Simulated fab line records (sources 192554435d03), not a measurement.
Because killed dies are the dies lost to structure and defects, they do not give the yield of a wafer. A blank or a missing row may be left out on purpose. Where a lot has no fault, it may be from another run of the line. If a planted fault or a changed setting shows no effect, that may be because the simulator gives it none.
fab line records    flow n5Finfet    part 2 of 2: steps 5 to 6 of 6
record: lots: 21  wafers: 63  lastDay: 19
route steps=1938 shown PMOS_HMC_CHANNEL_EPI@71 FIN_SAQP@126 FIN_CUT@168
lots untouched by any fault: they come from a run of this same line in which no faults occurred
startH: the number of hours between the record's first day and the start of the first shown wafer of the lot    waitH: hours since the lot's step before    " identical to the entry in the row above    L1.1+2: several wafers, shown together as one row    - no value, or no start given    * or withheld: withheld    < > ~ a bound
route shown NAME@n: a module of which the file shows steps, and the number in the route of the first    usual: average and standard deviation across the fault-free wafers    same: alike in all rows    chamber/n: place in a boat    sites: each site's reading    _std_site: standard deviation across them    _edge_site: mean of outer sites minus mean of inner sites    radiusMm: how far each site lies from the wafer's centre    mask NAME#n: copy n    behind: the tool/chamber that last shaped the wafer    hold: the reason the lot was held/the length of the hold in hours/how it ended    device: transistor that didn't switch, given as n, p or np    end of line: the tests these same wafers got at the end of their route    step lacking rows: just its recipe    killed: not the wafer's yield, but the dies lost to structure and defects at the first sort    map: a wafer's dies, x killed, . not, _ none there
set.NAME: the setting as run; set.NAME@STEP: as run at that earlier step    model.NAME: the simulator's own value behind a step, which no gauge read
steps of the route over a sample of lots; a table a step, a row a wafer
services: when a tool's chamber went out of use (startH, in hours from the record's first day, below 0 if earlier), for how many hours, and the reason
== steps ==
step: N5_FIN_SAQP_HM_CD_35
recipe: targetCdNm: 8  polarity: line
usual: cdNm: 8.07/0.23
lot.wafer  tool      chamber  startH  waitH  cdNm
L074.3     cdSem-03  -        26.51   0.1    7.77
L074.5     "         -        "       "      8.19
L074.6     "         -        "       "      7.92
L075.2     cdSem-01  -        32.15   0.1    8.00
L075.3     "         -        "       "      7.93
L075.5     "         -        "       "      8.13
L076.1     cdSem-01  -        38.47   0.1    8.21
L076.2     "         -        "       "      7.85
L076.6     "         -        "       "      7.95
L077.1     cdSem-01  -        45.36   0.1    8.44
L077.2     "         -        "       "      8.24
L077.6     "         -        "       "      8.29
L078.1     cdSem-01  -        50.01   0.1    8.04
L078.3     "         -        "       "      7.86
L078.4     "         -        "       "      8.40
L079.1     cdSem-02  -        56.76   0.1    8.12
L079.3     "         -        "       "      7.72
L079.6     "         -        "       "      7.64
L080.3     cdSem-02  -        63.20   0.1    8.24
L080.5     "         -        "       "      8.11
L080.6     "         -        "       "      8.19
L081.1     cdSem-03  -        67.88   0.1    7.39
L081.2     "         -        "       "      7.75
L081.5     "         -        "       "      8.43
L082.1     cdSem-02  -        74.53   0.1    8.44
L082.2     "         -        "       "      7.83
L082.6     "         -        "       "      8.33
L083.1     cdSem-01  -        82.22   0.1    7.66
L083.2     "         -        "       "      8.25
L083.3     "         -        "       "      8.27
L085.1     cdSem-03  -        94.92   0.1    7.77
L085.3     "         -        "       "      8.17
L085.6     "         -        "       "      8.31
L086.1     cdSem-02  -        100.26  0.1    7.75
L086.3     "         -        "       "      8.10
L086.5     "         -        "       "      8.07
L087.2     cdSem-02  -        105.20  0.1    7.67
L087.5     "         -        "       "      8.02
L087.6     "         -        "       "      8.11
L088.3     cdSem-03  -        111.47  0.1    7.54
L088.5     "         -        "       "      8.13
L088.6     "         -        "       "      8.39
L090.1     cdSem-03  -        124.00  0.1    8.40
L090.3     "         -        "       "      8.02
L090.5     "         -        "       "      7.90
L091.1     cdSem-02  -        128.47  0.1    8.25
L091.4     "         -        "       "      8.12
L091.6     "         -        "       "      8.07
L092.2     cdSem-02  -        134.65  0.1    8.09
L092.3     "         -        "       "      8.01
L092.6     "         -        "       "      8.16
L094.1     cdSem-02  -        145.71  0.1    7.68
L094.2     "         -        "       "      8.06
L094.5     "         -        "       "      7.94
L095.1     cdSem-02  -        151.99  0.1    7.95
L095.4     "         -        "       "      8.15
L095.6     "         -        "       "      8.36
L096.1     cdSem-02  -        157.41  0.1    8.44
L096.3     "         -        "       "      8.09
L096.4     "         -        "       "      8.25
L097.1     cdSem-02  -        163.77  0.1    8.22
L097.3     "         -        "       "      7.71
L097.6     "         -        "       "      7.98
step: N5_FIN_CUT_ETCH_20
recipe: chemistry: CF4  target: SiARC  targetDepthA: 260  maskMaterial: CAR-EUV  timeS: 43.3  ionEnergyEv: 80  pressureMtorr: 40  sourceW: 545  biasW: 36  Ar_flow_sccm: 100  cf4FlowSccm: 100  ends: cleared
usual: cf4FlowSccm: 100.0/0.3  drypumpMotorCurrentA: 5.8/0.54  etchRfOnTimeS: 43.5/1.3  oesProductAu: 0.65/0.049  rfVppV: 184.2/1.2  showerheadPlenumPTorr: 2.16/0.064  throttleValvePct: 15.70/0.17
lot.wafer  tool        chamber  startH  waitH  cf4FlowSccm  drypumpMotorCurrentA  etchRfOnTimeS  oesProductAu  rfHoursCounterH  rfVppV  showerheadPlenumPTorr  throttleValvePct
L074.3     rieDiel-03  1        27.33   0.0    100.0        6.1                   44.9           0.64          152              184.3   2.22                   15.69
L074.5     "           2        "       "      99.9         4.7                   45.1           0.67          -                185.2   2.24                   15.91
L074.6     "           1        "       "      99.8         6.1                   44.9           0.64          -                184.9   2.22                   15.70
L075.2     rieDiel-03  2        33.07   0.0    99.9         4.7                   44.2           0.67          112              184.2   2.24                   15.92
L075.3     "           0        "       "      100.5        5.0                   42.2           0.67          117              183.3   2.15                   15.81
L075.5     "           2        "       "      99.7         4.7                   44.5           0.67          -                184.9   2.24                   15.89
L076.1     rieDiel-04  0        39.89   0.0    99.4         5.9                   43.8           0.61          177              183.9   2.22                   15.44
L076.2     "           3        "       "      99.9         6.0                   43.7           0.65          130              183.9   2.14                   15.67
L076.6     "           2        "       "      100.1        5.2                   42.6           0.62          -                183.2   2.12                   15.82
L077.1     rieDiel-03  2        50.96   0.0    100.1        4.7                   44.7           0.66          118              184.9   2.24                   15.92
L077.2     "           3        "       "      99.9         6.4                   41.3           0.79          32               182.6   2.09                   15.38
L077.6     "           0        "       "      99.8         5.0                   42.7           0.66          -                183.7   2.15                   15.82
L078.1     rieDiel-01  0        51.19   0.0    100.0        6.1                   45.6           0.58          220              184.5   2.11                   15.55
L078.3     "           3        "       "      99.9         6.2                   40.8           0.68          136              185.7   2.24                   15.37
L078.4     "           2        "       "      100.0        5.7                   43.6           0.68          125              184.4   2.23                   15.68
L079.1     rieDiel-04  3        57.69   0.0    100.1        5.9                   43.9           0.66          136              184.5   2.14                   15.67
L079.3     "           2        "       "      100.3        5.3                   43.2           0.62          229              184.7   2.12                   15.82
L079.6     "           1        "       "      100.0        6.2                   43.8           0.70          -                183.5   2.07                   15.82
L080.3     rieDiel-03  3        64.13   0.0    100.1        6.4                   41.4           0.78          35               184.0   2.09                   15.37
L080.5     "           0        "       "      100.1        5.0                   42.7           0.65          -                185.0   2.15                   15.81
L080.6     "           1        "       "      100.0        6.1                   44.9           0.64          -                184.6   2.22                   15.70
L081.1     rieDiel-01  3        68.82   0.0    100.0        6.2                   40.9           0.68          141              185.4   2.24                   15.38
L081.2     "           2        "       "      100.1        5.7                   44.1           0.68          131              185.4   2.23                   15.70
L081.5     "           1        "       "      100.0        6.3                   43.8           0.62          -                181.7   2.06                   15.78
L082.1     rieDiel-01  3        75.45   0.0    99.9         6.2                   41.0           0.67          143              185.8   2.24                   15.37
L082.2     "           2        "       "      99.8         5.7                   43.8           0.67          132              184.9   2.23                   15.70
L082.6     "           1        "       "      100.0        6.3                   44.0           0.62          -                183.3   2.06                   15.78
L083.1     rieDiel-01  1        83.02   0.0    99.5         6.3                   43.6           0.62          162              182.7   2.06                   15.78
L083.2     "           0        "       "      100.2        6.1                   45.9           0.58          229              183.8   2.11                   15.56
L083.3     "           2        "       "      99.2         5.7                   43.5           0.68          135              184.4   2.23                   15.71
L085.1     rieDiel-04  0        95.78   0.0    99.4         5.9                   43.7           0.60          190              183.7   2.22                   15.47
L085.3     "           1        "       "      99.5         6.1                   42.6           0.70          94               183.7   2.07                   15.83
L085.6     "           3        "       "      100.6        6.0                   43.7           0.64          -                184.4   2.13                   15.67
L086.1     rieDiel-01  2        101.06  0.0    100.2        5.7                   43.4           0.67          140              186.4   2.23                   15.74
L086.3     "           3        "       "      100.4        6.2                   41.2           0.67          150              185.4   2.23                   15.39
L086.5     "           3        "       "      100.0        6.2                   41.5           0.67          -                184.2   2.23                   15.39
L087.2     rieDiel-04  3        107.04  0.0    99.8         6.0                   43.7           0.65          145              183.2   2.13                   15.71
L087.5     "           2        "       "      100.1        5.2                   43.6           0.61          -                184.2   2.12                   15.85
L087.6     "           3        "       "      99.5         5.9                   43.8           0.64          -                184.6   2.13                   15.69
L088.3     rieDiel-03  3        112.38  0.0    99.5         6.4                   41.1           0.76          46               184.7   2.09                   15.40
L088.5     "           2        "       "      100.2        4.7                   44.1           0.66          -                186.4   2.23                   15.96
L088.6     "           1        "       "      99.9         6.1                   44.8           0.63          -                186.1   2.21                   15.76
L090.1     rieDiel-04  0        124.98  0.0    100.1        5.9                   43.5           0.60          198              184.3   2.21                   15.49
L090.3     "           1        "       "      99.8         6.1                   43.4           0.69          102              182.9   2.07                   15.87
L090.5     "           0        "       "      99.2         5.9                   43.9           0.60          -                185.2   2.21                   15.48
L091.1     rieDiel-03  0        129.39  0.0    101.0        5.0                   42.6           0.63          143              182.8   2.14                   15.87
L091.4     "           1        "       "      99.9         6.1                   44.7           0.63          181              185.4   2.21                   15.76
L091.6     "           1        "       "      99.7         6.1                   44.6           0.62          -                184.5   2.21                   15.76
L092.2     rieDiel-04  1        135.45  0.0    100.5        6.0                   43.3           0.69          106              183.0   2.07                   15.86
L092.3     "           0        "       "      100.2        5.9                   44.1           0.59          202              184.0   2.21                   15.50
L092.6     "           1        "       "      100.1        6.1                   43.6           0.69          -                183.8   2.07                   15.85
L094.1     rieDiel-03  2        146.63  0.0    99.7         4.7                   44.9           0.64          141              184.7   2.23                   15.97
L094.2     "           0        "       "      100.5        5.0                   43.0           0.63          147              184.1   2.14                   15.83
L094.5     "           2        "       "      99.6         4.7                   44.5           0.65          -                183.8   2.23                   15.96
L095.1     rieDiel-03  0        152.87  0.0    99.9         5.0                   42.7           0.64          149              185.0   2.14                   15.87
L095.4     "           2        "       "      100.1        4.7                   44.8           0.65          143              186.0   2.23                   15.97
L095.6     "           1        "       "      99.7         6.1                   44.7           0.62          -                185.5   2.21                   15.77
L096.1     rieDiel-04  1        158.21  0.0    99.8         6.1                   43.7           0.67          113              184.0   2.07                   15.87
L096.3     "           0        "       "      100.2        5.9                   43.8           0.60          209              185.8   2.21                   15.53
L096.4     "           1        "       "      99.8         6.1                   43.7           0.68          -                182.7   2.07                   15.87
L097.1     rieDiel-04  3        164.75  0.0    100.6        5.9                   44.2           0.62          164              184.2   2.13                   15.73
L097.3     "           1        "       "      100.0        6.1                   44.3           0.67          115              183.2   2.06                   15.88
L097.6     "           0        "       "      100.1        5.9                   44.3           0.59          -                184.5   2.21                   15.52
== services ==
tool         chamber  startH  hours  kind
epiRpcvd-03  -        4.50    4.3    pm
rieDiel-06   1        5.05    7.9    repair
rieDiel-01   0        13.18   4.4    repair
epiRpcvd-02  -        15.40   2.5    repair
rieDiel-05   3        16.40   6.7    repair
rieDiel-06   3        18.20   6.7    repair
rieDiel-02   2        20.19   -      clean
rieDiel-02   2        20.19   -      consumableReplace:focusRing
rieDiel-02   2        20.19   21.0   scheduledDown
rieDiel-02   2        20.19   21.0   ventCycle
rieDiel-03   0        22.59   6.4    repair
epiRpcvd-03  -        50.43   2.1    repair
rieDiel-05   3        66.19   7.2    repair
rieDiel-06   0        67.14   4.2    repair
epiRpcvd-02  -        73.62   14.6   pm
rieDiel-02   2        98.10   16.2   repair
epiRpcvd-04  -        105.07  0.8    repair
rieDiel-04   2        115.56  19.2   repair
rieDiel-05   3        118.81  5.5    repair
rieDiel-01   3        139.01  5.3    repair
rieDiel-04   2        153.49  7.9    repair
rieDiel-02   0        153.84  5.9    repair
rieDiel-03   2        154.27  4.0    repair
rieDiel-02   1        156.34  5.9    repair
